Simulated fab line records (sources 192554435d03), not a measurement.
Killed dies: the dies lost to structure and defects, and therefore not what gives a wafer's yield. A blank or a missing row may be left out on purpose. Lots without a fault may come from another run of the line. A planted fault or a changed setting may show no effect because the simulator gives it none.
Split-lot study	flow n5_finfet	7 lots, 21 wafers read, on a route of 1938 steps

ON THE SPLIT
At N5_BEOL_M12_TRENCH_ETCH_34 (etches SiOC in C4F8/O2/Ar, target depth 318.95 nm, time 125.5 s), the setting time_s was moved away from the recipe's 125.5 s on 6 of the 21 wafers read, by -16.6% to +19.5%. This setting was run at the recipe's value on the other wafers.

FROM THE SPLIT TO THE READING: what the file shows between them, 7 steps
- N5_BEOL_M12_STRIP_70: strips in C4F8/O2/Ar
- N5_BEOL_M12_OCD_MEAS_35
- N5_BEOL_M12_SPUTTER_45: material Cu, target thk 80 nm, time 13.33 s (also split here: time_s)
- N5_BEOL_M12_ECD_47: material Cu, target thk 720 nm
- N5_BEOL_M12_ANNEAL_48: time 90 s
- N5_BEOL_M12_PRE_CLEAN_52: time 15 s
- N5_BEOL_M12_DEP_53: deposits SiCN from 3MS/NH3, target thk 30 nm, time 10.5 s

THE READING
At N5_BEOL_M12_RS_MEAS_54, a four-point-probe measurement gives M12_RS in ohm/sq. Fault-free wafers of this fab line usually give 0.0602 ohm/sq, standard deviation 0.00083 ohm/sq.

wafer	tool, chamber at the split	time_s as run, s	against the recipe	M12_RS, ohm/sq	against lot-mates on the recipe
L074.1	rie_diel-01, 0	150	+19.5%	0.0505	-0.0099
L074.3	rie_diel-01, 2	125.5	recipe	0.0604	-
L074.5	rie_diel-01, 3	150	+19.5%	0.0501	-0.0103
L075.2	rie_diel-04, 1	125.5	recipe	0.0591	-
L075.3	rie_diel-04, 2	125.5	recipe	0.0595	-
L075.5	rie_diel-04, 2	125.5	recipe	0.0604	-
L080.1	rie_diel-03, 2	125.5	recipe	0.0614	-
L080.2	rie_diel-03, 3	125.5	recipe	0.0617	-
L080.6	rie_diel-03, 1	106.4	-15.2%	0.0708	+0.0093
L079.2	rie_diel-01, 1	125.5	recipe	0.0595	-
L079.3	rie_diel-01, 2	133.1	+6.1%	0.0578	-0.0020
L079.4	rie_diel-01, 3	125.5	recipe	0.0601	-
L083.1	rie_diel-04, 3	125.5	recipe	0.0610	-
L083.3	rie_diel-04, 1	125.5	recipe	0.0603	-
L083.6	rie_diel-04, 3	137.6	+9.6%	0.0557	-0.0049
L084.1	rie_diel-01, 2	125.5	recipe	0.0593	-
L084.2	rie_diel-01, 3	125.5	recipe	0.0603	-
L084.3	rie_diel-01, 0	125.5	recipe	0.0614	-
L096.1	rie_diel-04, 0	125.5	recipe	0.0591	-
L096.3	rie_diel-04, 1	125.5	recipe	0.0599	-
L096.4	rie_diel-04, 3	104.7	-16.6%	0.0728	+0.0133

FIT RESULTS
A straight line over all 21 wafers: M12_RS changes by -0.000591 ohm/sq for each +1% of time_s; r = -0.98; the points scatter about the line by 0.0011 ohm/sq.
The same after taking each lot's own level away (the mean of its wafers on the recipe; 21 wafers): -0.00059 ohm/sq for each +1%; r = -0.98; scatter 0.001 ohm/sq.
On that fit, the largest move of time_s shifts the reading by 0.012 ohm/sq.
The span of the lots' own levels, 0.05950 to 0.06155 ohm/sq, comes to 2.5 times the standard deviation stated above.
Hence the lot-to-lot level has little effect on the slope; both slopes agree.
Check: with one of the wafers moved furthest among these (+19.5%) left out of the fit, the line predicts -0.0116 ohm/sq for it against its lot-mates. It came out at -0.0099 ohm/sq against them.

FURTHER SPLITS ON THESE WAFERS
Note: prior to the reading, these wafers also went through further splits. Each is held against what the fit with the lots' levels taken away leaves over:
other split on the same wafers	wafers away from the commonest value	r with M12_RS (lot level and that fit taken away)
N5_BEOL_M9_CMP_52 down_force_psi	5	+0.03
N5_BEOL_M10_ILD_DEP_00 temp_c	4	-0.13
N5_BEOL_M11_ETCH_62 time_s	6	+0.25
N5_BEOL_M11_COAT_63 spin_rpm	3	+0.08
N5_BEOL_M12_SPUTTER_45 time_s	9	+0.19

THE WHOLE CHAIN: every reading that the file lists as answering this split, in the file's order
step	what it does	reading	change (the file's fit)	r (the file's)
N5_BEOL_M12_TRENCH_ETCH_34	etches SiOC in C4F8/O2/Ar, target depth 318.95 nm, time 125.5 s	etch.depth_nm (the simulator's own value, which no gauge read)	+3.07 nm for each +1% of the setting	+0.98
N5_BEOL_M12_OCD_MEAS_35		trench_depth_nm	+3.05 nm for each +1% of the setting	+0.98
N5_BEOL_M12_RS_MEAS_54	measures by four-point-probe	M12_RS	-0.000609 for each +1% of the setting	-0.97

THE FILE'S OWN FIT
M12_RS changes by -0.000609 ohm/sq for each +1% of time_s, r = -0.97.
